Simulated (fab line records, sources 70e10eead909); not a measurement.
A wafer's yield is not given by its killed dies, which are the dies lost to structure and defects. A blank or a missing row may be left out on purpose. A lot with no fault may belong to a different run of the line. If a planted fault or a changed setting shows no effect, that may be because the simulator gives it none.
Chamber matching -- flow nand-harc -- NHARC_A_WL_FILL_ALD_10 on ald-hk-03: 4 sister chambers
The step deposits SiO2, target thk 50 nm, pulse time 10 s, ald cycles 500. 4 wafers are shown with their chamber, then 10 later ones without.

## WAFERS WITH THEIR CHAMBER
wafer,chamber,heater-power-w (W)
L085.6,1,545
L088.6,3,604
L087.3,2,484
L087.1,0,436

## WAFERS WITH NO CHAMBER GIVEN
wafer,heater-power-w (W)
L087.5,538
L092.3,601
L092.4,453
L092.6,611
L095.1,460
L095.4,483
L095.5,601
L097.2,610
L097.4,562
L097.5,603

## EACH ONE'S CHAMBER
wafer,from the rows above,in truth
L087.5,1,1
L092.3,3,3
L092.4,can't be placed: 0 or 2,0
L092.6,3,3
L095.1,can't be placed: 0 or 2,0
L095.4,2,2
L095.5,3,3
L097.2,3,3
L097.4,1,1
L097.5,3,3
Correct placement for 8 of the 10. Can't be placed from these rows: 2 (the true chamber is among the candidates in 2). 0 placed wrongly.
How it was worked out, from the rows above alone: a wafer's distance from a chamber is the root of the sum, over the readings, of the square of ((its reading less the chamber's mean) divided by the reading's scatter). If the next closest chamber is less than 2 further off than the closest, the wafer can't be placed; otherwise it belongs to the closest. For every chamber, the mean is computed from those of its wafers that are shown. The scatter: with one shown wafer a chamber, the root of the mean of the squares of how far each hidden wafer lies from its nearest shown one.
